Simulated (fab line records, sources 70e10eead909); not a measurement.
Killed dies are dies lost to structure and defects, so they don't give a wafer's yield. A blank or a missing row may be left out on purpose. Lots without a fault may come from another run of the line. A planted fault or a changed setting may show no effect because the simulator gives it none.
fab line records | flow nand_harc
record lots=5 wafers=15 last_day=31
route steps=1302 shown A_STAIRCASE@736 END@1302
lots that met no fault: from a run of the same line without faults
start_h: hours from the record's first day to the start of the lot's first wafer shown | wait_h: hours since the lot's step before | " the same as in the row above | L1.1+2: a row that stands for several wafers | - no value, or no start given | * or withheld: withheld | < > ~ a bound
route shown NAME@n: a module of which the file shows steps, and the number in the route of the first | usual: mean/standard deviation of fault-free wafers | same: alike in all rows | chamber/n: place in a boat | sites: the reading at each site | _std_site: their standard deviation | _edge_site: outer sites' mean less inner sites' | radius_mm: how far each site lies from the wafer's centre | mask NAME#n: copy n | behind: the tool/chamber that last shaped the wafer | hold: why the lot was held/for how many hours/how that ended | device: the transistor (n, p or np) that didn't switch | end of line: the same wafers' tests at the end of the route | a step without rows: its recipe alone | killed: dies lost to structure and defects at the first sort, not the wafer's yield | map: a wafer's dies, x killed, . not, _ none there
set.NAME: the setting as run; set.NAME@STEP: as run at that earlier step | model.NAME: the simulator's own value behind a step, which no gauge read
lots at some steps of the route; a table a step, a row a wafer
services: from which hour (start_h, from the record's first day; less than 0 if before it) a tool's chamber was out of use, for how many hours, and why
## steps
# step NHARC_A_STAIRCASE_TRIM_222
# recipe time_s=211.2 o2_flow_sccm=500 ar_flow_sccm=0 bias_w=0 chemistry=O2
# usual drypump_motor_current_A=5.8/0.5 oes_product_au=1.002/0.007 rf_vpp_V=57.7/0.85 showerhead_plenum_p_Torr=3.47/0.13 throttle_valve_pct=17.038/0.0094
# columns lot.wafer tool chamber start_h wait_h drypump_motor_current_A oes_product_au rf_hours_counter_h rf_vpp_V showerhead_plenum_p_Torr throttle_valve_pct
L458.3 rie_diel-07 2 - - 5.9 1.014 50 58.2 3.49 17.049
L458.6 " 1 " " 5.7 1.004 - 58.7 3.45 17.026
L458.5 " 0 " " 6.5 1.019 - 58.9 3.71 17.056
L457.1 rie_diel-10 0 - - 6.3 1.009 1 58.3 3.53 17.060
L457.4 " 1 " " 5.1 0.996 1 55.3 3.41 17.032
L457.3 " 3 " " 5.6 0.985 1 57.1 3.40 17.022
L463.3 rie_diel-07 2 - - 5.9 1.002 3 57.3 3.48 17.033
L463.1 " 0 " " 6.5 0.994 3 58.8 3.71 17.049
L463.6 " 1 " " 5.7 1.007 - 58.8 3.44 17.030
L467.1 rie_diel-10 0 - - 6.3 1.005 36 57.3 3.51 17.040
L467.2 " 3 " " 5.6 0.995 30 56.6 3.39 17.043
L467.5 " 0 " " 6.3 1.002 - 56.5 3.51 17.039
L470.1 rie_diel-10 2 - - 5.9 1.015 41 57.5 3.31 17.040
L470.3 " 0 " " 6.3 1.011 41 57.8 3.51 17.039
L470.2 " 1 " " 5.2 1.001 45 57.0 3.39 17.037
# step NHARC_A_STAIRCASE_ETCH_223
# recipe target_depth_a=1000 time_s=40.5 ion_energy_ev=400 c4f8_flow_sccm=20 o2_flow_sccm=10 ar_flow_sccm=withheld rf_w=600 bias_w=1000 chemistry=C4F8/O2
# usual oes_product_au=0.942/0.008 rf_vpp_V=894/4.9
# columns lot.wafer tool chamber start_h wait_h oes_product_au rf_hours_counter_h rf_vpp_V
L458.3 rie_diel-07 0 - - 0.949 50 902
L458.6 " 2 " " 0.932 - 895
L458.5 " 1 " " 0.941 - 893
L457.1 rie_diel-10 1 - - 0.936 1 892
L457.3 " 2 " " 0.944 1 888
L457.4 " 3 " " 0.941 1 891
L463.3 rie_diel-07 0 - - 0.962 3 902
L463.1 " 1 " " 0.934 3 892
L463.6 " 1 " " 0.941 - 893
L467.1 rie_diel-10 3 - - 0.939 30 890
L467.2 " 2 " " 0.933 34 889
L467.5 " 0 " " 0.948 - 894
L470.1 rie_diel-10 3 - - 0.930 35 889
L470.2 " 0 " " 0.948 41 896
L470.3 " 1 " " 0.939 45 892
# step NHARC_A_STAIRCASE_TRIM_224
# recipe time_s=211.2 o2_flow_sccm=500 ar_flow_sccm=0 bias_w=0 chemistry=O2
# step NHARC_A_STAIRCASE_ETCH_225
# recipe target_depth_a=1000 time_s=40.5 ion_energy_ev=400 c4f8_flow_sccm=20 o2_flow_sccm=10 ar_flow_sccm=withheld rf_w=600 bias_w=1000 chemistry=C4F8/O2
# usual oes_product_au=0.944/0.0088 rf_vpp_V=894/4.7
# columns lot.wafer tool chamber start_h wait_h oes_product_au rf_hours_counter_h rf_vpp_V
L458.3 rie_diel-07 2 - - 0.937 50 893
L458.5 " 0 " " 0.943 - 902
L458.6 " 2 " " 0.941 - 894
L457.4 rie_diel-10 2 - - 0.947 1 890
L457.3 " 3 " " 0.943 1 891
L457.1 " 1 " " 0.928 1 891
L463.1 rie_diel-07 2 - - 0.936 3 896
L463.3 " 1 " " 0.950 3 893
L463.6 " 2 " " 0.932 - 895
L467.2 rie_diel-10 1 - - 0.948 39 890
L467.1 " 2 " " 0.922 34 887
L467.5 " 1 " " 0.936 - 890
L470.3 rie_diel-10 2 - - 0.939 41 887
L470.2 " 0 " " 0.945 42 896
L470.1 " 1 " " 0.942 45 891
# step NHARC_A_STAIRCASE_TRIM_226
# recipe time_s=211.2 o2_flow_sccm=500 ar_flow_sccm=0 bias_w=0 chemistry=O2
# step NHARC_A_STAIRCASE_ETCH_227
# recipe target_depth_a=1000 time_s=40.5 ion_energy_ev=400 c4f8_flow_sccm=20 o2_flow_sccm=10 ar_flow_sccm=withheld rf_w=600 bias_w=1000 chemistry=C4F8/O2
# step NHARC_A_STAIRCASE_TRIM_229
# recipe time_s=211.2 o2_flow_sccm=500 ar_flow_sccm=0 bias_w=0 chemistry=O2
# step NHARC_A_STAIRCASE_ETCH_230
# recipe target_depth_a=1000 time_s=40.5 ion_energy_ev=400 c4f8_flow_sccm=20 o2_flow_sccm=10 ar_flow_sccm=withheld rf_w=600 bias_w=1000 chemistry=C4F8/O2
# step NHARC_A_STAIRCASE_TRIM_231
# recipe time_s=211.2 o2_flow_sccm=500 ar_flow_sccm=0 bias_w=0 chemistry=O2
# step NHARC_A_STAIRCASE_ETCH_232
# recipe target_depth_a=1000 time_s=40.5 ion_energy_ev=400 c4f8_flow_sccm=20 o2_flow_sccm=10 ar_flow_sccm=withheld rf_w=600 bias_w=1000 chemistry=C4F8/O2
# usual oes_product_au=0.944/0.01 rf_vpp_V=894/4.9
# columns lot.wafer tool chamber start_h wait_h oes_product_au rf_hours_counter_h rf_vpp_V
L458.3 rie_diel-04 3 - - 0.936 22 898
L458.6 " 3 " " 0.942 - 899
L458.5 " 0 " " 0.947 - 903
L457.3 rie_diel-04 1 - - 0.926 20 889
L457.4 " 2 " " 0.938 20 893
L457.1 " 0 " " 0.923 24 903
L463.1 rie_diel-07 1 - - 0.934 3 892
L463.3 " 2 " " 0.936 4 895
L463.6 " 0 " " 0.943 - 903
L467.2 rie_diel-10 0 - - 0.955 37 895
L467.1 " 2 " " 0.934 35 888
L467.5 " 1 " " 0.937 - 890
L470.2 rie_diel-07 2 - - 0.955 21 895
L470.1 " 0 " " 0.939 21 902
L470.3 " 1 " " 0.964 18 892
# step NHARC_A_STAIRCASE_TRIM_233
# recipe time_s=211.2 o2_flow_sccm=500 ar_flow_sccm=0 bias_w=0 chemistry=O2
# step NHARC_A_STAIRCASE_ETCH_234
# recipe target_depth_a=1000 time_s=40.5 ion_energy_ev=400 c4f8_flow_sccm=20 o2_flow_sccm=10 ar_flow_sccm=withheld rf_w=600 bias_w=1000 chemistry=C4F8/O2
# usual oes_product_au=0.945/0.0095 rf_vpp_V=894/5
# columns lot.wafer tool chamber start_h wait_h oes_product_au rf_hours_counter_h rf_vpp_V
L458.3 rie_diel-04 1 428.76 - 0.939 18 888
L458.5 " 3 " " 0.951 - 899
L458.6 " 0 " " 0.958 - 903
L457.3 rie_diel-04 0 439.31 - 0.926 24 904
L457.1 " 1 " " 0.935 20 888
L457.4 " 2 " " 0.937 20 894
L463.3 rie_diel-07 2 499.04 - 0.931 4 895
L463.1 " 3 " " 0.952 4 891
L463.6 " 3 " " 0.946 - 890
L467.2 rie_diel-10 1 540.54 - 0.944 39 891
L467.1 " 2 " " 0.941 35 888
L467.5 " 3 " " 0.931 - 889
L470.1 rie_diel-07 2 557.27 - 0.954 21 893
L470.2 " 3 " " 0.946 23 891
L470.3 " 1 " " 0.803 18 891
# step NHARC_A_STAIRCASE_TRIM_235
# recipe time_s=211.2 o2_flow_sccm=500 ar_flow_sccm=0 bias_w=0 chemistry=O2
# usual drypump_motor_current_A=5.7/0.55 oes_product_au=1.000/0.0068 rf_vpp_V=57.6/0.84 showerhead_plenum_p_Torr=3.47/0.14 throttle_valve_pct=17.037/0.0092
# columns lot.wafer tool chamber start_h wait_h drypump_motor_current_A oes_product_au rf_hours_counter_h rf_vpp_V showerhead_plenum_p_Torr throttle_valve_pct
L458.3 rie_diel-04 0 - - 4.6 0.987 22 56.7 3.76 17.032
L458.6 " 0 " " 4.6 0.991 - 56.6 3.76 17.045
L458.5 " 1 " " 4.9 0.994 - 58.4 3.31 17.035
L457.4 rie_diel-04 1 - - 4.9 0.997 20 56.3 3.31 17.030
L457.3 " 2 " " 5.7 0.999 20 56.9 3.44 17.027
L457.1 " 0 " " 4.6 0.996 24 57.6 3.76 17.022
L463.3 rie_diel-07 3 - - 6.1 1.000 4 59.1 3.39 17.038
L463.1 " 0 " " 6.5 0.989 3 57.8 3.70 17.033
L463.6 " 3 " " 6.1 0.988 - 57.7 3.39 17.029
L467.1 rie_diel-10 0 - - 6.3 1.004 37 57.0 3.51 17.044
L467.2 " 2 " " 6.0 0.996 35 56.9 3.31 17.037
L467.5 " 0 " " 6.3 0.989 - 58.8 3.51 17.036
L470.2 rie_diel-07 3 - - 6.1 1.009 24 56.9 3.38 17.033
L470.1 " 1 " " 5.7 1.010 18 57.4 3.43 17.060
L470.3 " 2 " " 5.9 0.996 21 56.9 3.47 17.043
# step NHARC_END_SORT_01
# recipe temp_c=25
# usual killed_at_array=44/16 killed_at_other=0.6/1.1 killed_at_periphery=3.9/2.6 killed_dies=48/16 killed_open=3.1/1.9 killed_short=2.4/1.8
# same gross_dies=677
# columns lot.wafer tool chamber start_h wait_h killed_at_array killed_at_other killed_at_periphery killed_dies killed_open killed_short
L457.1 prober-01 0 638.73 2.5 42 2 3 47 4 7
L457.3 prober-01 0 640.35 3.1 44 1 3 48 3 3
L457.4 prober-01 0 641.16 3.4 49 0 4 53 4 5
L470.3 prober-01 0 753.13 3.1 637 0 2 639 3 6
# killed by level:class
L457.1 A_SLIT:chamber_film_flake=20 A_CHANNEL_HOLE_D2:chamber_film_flake=5 A_CONTACT:chamber_film_flake=5 A_STAIRCASE:chamber_film_flake=3 P_CONTACT:geometric_particle:open=2 A_ONON_D2:geometric_particle:short=2 STARTING-WAFER:geometric_particle:short=2 A_CHANNEL_HOLE_D1:chamber_film_flake=2
L457.3 A_SLIT:chamber_film_flake=19 A_CHANNEL_HOLE_D2:chamber_film_flake=7 A_SGD_CUT:chamber_film_flake=3 A_CHANNEL_HOLE_D1:chamber_film_flake=2 A_CHANNEL_FILL_D1:chamber_film_flake=2 A_STAIRCASE:chamber_film_flake=2 A_WL_FILL:chamber_film_flake=2 A_ONON_D1:geometric_particle:short=1
L457.4 A_SLIT:chamber_film_flake=18 A_STAIRCASE:chamber_film_flake=10 A_CHANNEL_HOLE_D2:chamber_film_flake=7 P_M0:geometric_particle:open=2 A_CHANNEL_HOLE_D1:chamber_film_flake=2 A_SGD_CUT:chamber_film_flake=2 P_CONTACT:geometric_particle:short=1 A_ONON_D1:geometric_particle:short=1
L470.3 A_STAIRCASE:area_etch=596 A_SLIT:chamber_film_flake=19 A_CHANNEL_HOLE_D1:chamber_film_flake=7 A_ONON_D1:geometric_particle:short=3 A_CONTACT:chamber_film_flake=3 A_WL_FILL:chamber_film_flake=2 A_CHANNEL_HOLE_D1:geometric_particle:open=1 A_CHANNEL_FILL_D1:geometric_particle:short=1
# map L470.3 (x killed, . not)
____________.____________
_________xxxxx.x_________
_______xxxxxxxxxxx_______
______..xxxxxxxxxxx______
_____xxxxxxxxx.xxxxx_____
____xxxxxxx.xxxx.xxxx____
____xx.xxxxxxxxxxxxxx____
___xxxxxxxxxxxxxxxxxxx___
___xxxxxxxxxxxxxxxxxxx___
__xxxxxxxxxxxxx.xxxxxxx__
__xxxxxxxx.xxxxxxxxxxxx__
_xxxxxxxx.xxxxxxxxxxxxxx_
_xxxxxxxxxxxxxxxxxxxxxxx_
_.xxxx.xxxxxxxxxxxxxxxxx_
_xxxxxxxxxxxxxxxxxxxxxxx_
_xxxxxxxxxxxxxxxxxxxx.xx_
x.xxxxxxxxxxxxxxxxxxxxxxx
xxx.xxxxxxxxxxxxxxxxxxxx.
..xxxxxx.xxxxxxxxxxxxxx.x
xxxxxxxxxxxxxxxxxxxxxxxxx
xxx.xxxxxxxxxxxxxxxxxxxxx
_xxxxxxxxxxxxxxxxxxxxxxx_
_xxxxxxxxxxxxxxxxxxxxxxx_
_xxxxxx.xxxxxxxxxxxxxxx._
_.xxxxxxxxxxxxxxxxxxxxx._
_.xxxxxxxxxxxxxxxxxxxxxx_
__.xxxxxxxxxxxxxxxxxxxx__
__xxxxxxxxxxxxxxxxxxxxx__
___xxxxxxxxxxxxxxxxxxx___
___xxxxxxxxxxxxxxxxxxx___
____.xxxxxxxxxxxxxxx.____
____xxxx.xxxxxxxxxxxx____
_____.xxxx.x.xxxxxxx_____
______.x.xxxxxxxxxx______
_______xxxxxx.xxxx_______
_________xxxxxxx_________
____________.____________
# map L463.1 (x killed, . not)
____________.____________
_________......._________
_______..........._______
______.............______
_____.x............._____
____.................____
____.................____
___..................x___
___.......x...........___
__......x........x..x.x__
__.....x..............x__
_.....................xx_
_...................xxxx_
_x................xx...x_
_..x...................x_
_.......x...........x.x._
.......................x.
......x..x......x.....x..
.........................
......xxx.xx.............
.........x...............
_........x.....x........_
_..........x............_
_...x........x....x....._
_...........x.x.....x..._
_......................._
__.....................__
__.....................__
___..x................___
___...................___
____......x..........____
____.................____
_____......x........_____
______......x......______
_______.x....x...._______
_________..x...._________
____________.____________
## services
# columns tool chamber start_h hours kind
rie_diel-07 1 408.63 3.9 repair
rie_diel-07 3 411.93 19.5 repair
rie_diel-10 0 419.56 9.0 vent_cycle
rie_diel-10 2 419.56 9.0 vent_cycle
rie_diel-10 3 419.56 9.0 vent_cycle
rie_diel-07 0 426.54 - clean
rie_diel-07 1 426.54 - clean
rie_diel-07 2 426.54 - clean
rie_diel-10 0 428.56 - clean
rie_diel-10 0 428.56 - consumable_replace:focus_ring
rie_diel-10 1 428.56 - clean
rie_diel-10 2 428.56 - clean
rie_diel-10 3 428.56 - clean
rie_diel-07 0 440.16 - consumable_replace:focus_ring
rie_diel-07 0 440.16 9.0 scheduled_down
rie_diel-07 0 440.16 9.0 vent_cycle
rie_diel-07 0 451.04 - clean
rie_diel-07 1 451.04 - clean
rie_diel-07 - 468.92 0.6 repair
rie_diel-07 - 471.23 9.0 pm
rie_diel-04 0 488.14 4.4 repair
rie_diel-04 1 492.65 4.0 repair
rie_diel-04 - 532.41 9.0 pm
rie_diel-07 - 550.42 0.9 repair
## key
first_sign step=NHARC_A_STAIRCASE_ETCH_234 reading=oes_product_au direction=down sigmas=15 usual=0.945 struck=0.803
effect step=NHARC_END_SORT_01 reading=killed_at_array direction=up sigmas=38 usual=44 struck=637
more_kills_born_at NHARC_A_STAIRCASE_ETCH_234@rie_diel-07=596
met_at NHARC_A_STAIRCASE_ETCH_234
struck_wafers L470.3
later_rows_left_out L470.3
tester_left_out L470
fault kind=process_parameter_drift tool=rie_diel-07 chamber=1 onset_h=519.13 steps=NHARC_A_STAIRCASE_ETCH_234 channel=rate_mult offset=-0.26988 shape=step end_h=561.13
# tester_left_out: of these lots the tester's yield and bins aren't shown, on N5 and GAA mostly nor the transistor test; their killed dies are dies lost to structure and defects alone, not to doping, threshold or leakage, so they don't give the yield
# later_rows_left_out: the simulator's readings of these wafers behind a module that went badly wrong aren't trusted and aren't shown, but for the sort
